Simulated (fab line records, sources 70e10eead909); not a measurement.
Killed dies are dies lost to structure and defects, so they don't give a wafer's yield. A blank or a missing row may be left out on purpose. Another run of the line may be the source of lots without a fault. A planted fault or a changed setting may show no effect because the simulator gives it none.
What tool caused it? + flow nand-harc + 6 lots with 17 wafers sampled at 5 steps, on a route of 1159 steps

WHAT THE GAUGES SHOWED, per wafer
NHARC_A_ONON_D1_THK_MEAS_21: measures by ellipsometry.
| lot  | measured     | on            | thk-nm (nm)    |
|------|--------------|---------------|----------------|
| L860 | day 8 13:51  | film-metro-02 | 1003 1002 1003 |
| L863 | day 9 01:43  | film-metro-01 | 997 996 997    |
| L871 | day 11 06:50 | film-metro-02 | 1905 999       |
| L874 | day 11 20:48 | film-metro-01 | 1015 1014 1919 |
| L878 | day 12 17:35 | film-metro-02 | 1022 1020 1022 |
| L882 | day 14 04:29 | film-metro-01 | 1010 1010 1009 |

EACH LOT AND THE TOOL THAT RAN IT (in order: tool; ch and the chambers of the sampled wafers; start)
| lot  | NHARC_P_BONDPAD_ACTIVATE_29        | NHARC_A_ZERO_WELL_ETCH_13       | NHARC_A_ZERO_WELL_RTA_16         | NHARC_A_ONON_D1_DEP_19           |
|------|------------------------------------|---------------------------------|----------------------------------|----------------------------------|
| L860 | rie-diel-12 ch 2,3, day 7 02:04    | rie-si-03 ch 1,2,3, day 7 03:42 | rtp-anneal-02 ch 0, day 7 04:39  | pecvd-onon-04 ch 0, day 8 13:23  |
| L863 | rie-diel-06 ch 0,2,3, day 7 15:23  | rie-si-01 ch 0,1, day 7 16:56   | rtp-anneal-01 ch 0, day 7 18:04  | pecvd-onon-02 ch 0, day 9 01:12  |
| L871 | rie-diel-05 ch 0,2, day 9 17:04    | rie-si-01 ch 1,3, day 9 19:07   | rtp-anneal-02 ch 0, day 9 20:08  | pecvd-onon-02 ch 0, day 11 06:23 |
| L874 | rie-diel-12 ch 0,2, day 10 10:28   | rie-si-02 ch 0,1, day 10 12:04  | rtp-anneal-01 ch 0, day 10 12:58 | pecvd-onon-02 ch 0, day 11 20:17 |
| L878 | rie-diel-12 ch 0,1,2, day 11 08:25 | rie-si-03 ch 1,3, day 11 09:52  | rtp-anneal-02 ch 0, day 11 10:46 | pecvd-onon-03 ch 0, day 12 17:05 |
| L882 | rie-diel-12 ch 2,3, day 12 16:02   | rie-si-03 ch 2,3, day 12 17:39  | rtp-anneal-01 ch 0, day 12 18:37 | pecvd-onon-04 ch 0, day 14 04:02 |
- NHARC_P_BONDPAD_ACTIVATE_29: chemistry N2, time 60 s.
- NHARC_A_ZERO_WELL_ETCH_13: etches the open film in HBr/Cl2, target depth 120 nm, time 40.1 s.
- NHARC_A_ZERO_WELL_RTA_16: time 10 s.
- NHARC_A_ONON_D1_DEP_19: target thk 1000 nm.

THE ANSWER, worked out from the rows above alone
Rule: the usual values come from the lots themselves. Put in order of their means at a reading, lots are off if they are a third of the lots or fewer, leave a main group of 4 or more, and stand apart from it by a gap of 3 or more times the standard deviation of the main group's means; of several such gaps the widest counts. The tables above print the reading to a certain number of digits; a main group whose means all agree to those digits is not used. Also off: a lot with no number at a reading for which 4 or more lots have one. The other lots that the step has rows for count as sound.
Off at NHARC_A_ONON_D1_THK_MEAS_21 (thk-nm): L871, L874. Main group: mean 1008 nm, sd 9.2.
If a tool, at a process step before that reading, ran all the lots that are off and no sound lot after the first of them, it fits. The gauges at NHARC_A_ONON_D1_THK_MEAS_21 are tried like those tools. One candidate fits, namely pecvd-onon-02 at NHARC_A_ONON_D1_DEP_19. Its last sound lot is L863 (day 9 01:12), its first lot that is off L871 (day 11 06:23): a fault that began between those two fits.

WHAT THE SIMULATOR HAD PUT IN
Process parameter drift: pecvd-onon-02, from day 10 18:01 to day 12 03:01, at NHARC_A_ONON_D1_DEP_19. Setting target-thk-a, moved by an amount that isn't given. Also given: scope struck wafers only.
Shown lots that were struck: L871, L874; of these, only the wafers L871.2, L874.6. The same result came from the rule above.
